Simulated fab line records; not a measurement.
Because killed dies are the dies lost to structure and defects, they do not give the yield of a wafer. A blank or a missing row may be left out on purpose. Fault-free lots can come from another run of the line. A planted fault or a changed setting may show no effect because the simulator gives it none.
Matching of chambers + flow n5_finfet + N5_SDB_ALD_29 on ald_sin-03: 4 sister chambers
The step deposits SiNx, target thk 30 nm, pulse time 1 s, ald cycles 600. 14 wafers are shown with their chamber, then 7 later ones without.

== WAFERS WITH THEIR CHAMBER ==
| wafer  | chamber | heater_power_w (W) | precursor_pulse_height_rel | chamber_pressure_Torr (Torr) |
|--------|---------|--------------------|----------------------------|------------------------------|
| L074.2 | 3       | 882                | 1.013                      | 1.996                        |
| L074.3 | 0       | 924                | 0.964                      | 2.006                        |
| L074.5 | 1       | 968                | 0.991                      | 2.003                        |
| L077.3 | 2       | 901                | 1.018                      | 1.997                        |
| L077.4 | 1       | 971                | 1.006                      | 2.009                        |
| L077.5 | 2       | 906                | 1.012                      | 2.000                        |
| L078.1 | 3       | 873                | 0.991                      | 2.003                        |
| L078.2 | 2       | 919                | 1.001                      | 2.003                        |
| L078.4 | 1       | 980                | 0.994                      | 1.998                        |
| L081.1 | 0       | 943                | 0.995                      | 2.008                        |
| L081.4 | 1       | 983                | 1.008                      | 2.000                        |
| L081.6 | 3       | 899                | 0.986                      | 2.004                        |
| L087.3 | 0       | 893                | 0.998                      | 2.002                        |
| L087.4 | 1       | 999                | 0.991                      | 1.997                        |

SIGNATURES (averages over the wafers above)
| reading                    | chamber 0 | chamber 1 | chamber 2 | chamber 3 | scatter within a chamber |
|----------------------------|-----------|-----------|-----------|-----------|--------------------------|
| heater_power_w             | 920.00    | 980.20    | 908.67    | 884.67    | 15.5                     |
| precursor_pulse_height_rel | 0.98567   | 0.99800   | 1.01033   | 0.99667   | 0.0124                   |
| chamber_pressure_Torr      | 2.00533   | 2.00140   | 2.00000   | 2.00100   | 0.0041                   |
Rule: distance of a wafer from a chamber = root of the sum over the readings of ((wafer's reading minus chamber's mean) / reading's scatter) squared. If the next closest chamber is less than 2 further off than the closest, the wafer can't be placed; otherwise it belongs to the closest. The scatter: the root of (the sum of the squares of (reading less its chamber's mean) over the shown wafers, divided by (wafers less chambers)).

== WAFERS WHOSE CHAMBER IS MISSING ==
| wafer  | heater_power_w (W) | precursor_pulse_height_rel | chamber_pressure_Torr (Torr) |
|--------|--------------------|----------------------------|------------------------------|
| L087.6 | 897                | 1.011                      | 2.002                        |
| L092.1 | 915                | 0.993                      | 2.006                        |
| L092.3 | 930                | 1.008                      | 2.000                        |
| L092.4 | 889                | 0.998                      | 2.000                        |
| L096.3 | 885                | 1.006                      | 2.001                        |
| L096.5 | 892                | 1.004                      | 2.003                        |
| L096.6 | 928                | 1.006                      | 1.994                        |

== CHAMBER TAKEN BY EACH ==
| wafer  | from the rows above               | in truth |
|--------|-----------------------------------|----------|
| L087.6 | can't be placed: 2 or 3 or 0      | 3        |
| L092.1 | can't be placed: 0 or 2 or 3      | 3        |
| L092.3 | can't be placed: 2 or 0 or 3 or 1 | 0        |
| L092.4 | can't be placed: 3 or 2           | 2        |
| L096.3 | can't be placed: 3 or 2           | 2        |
| L096.5 | can't be placed: 3 or 2 or 0      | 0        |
| L096.6 | can't be placed: 2 or 0 or 3 or 1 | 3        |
0 of 7 placed correctly. Cannot be placed on the basis of these rows: 7; the candidates contain the true chamber in 7. Placed wrongly: 0.
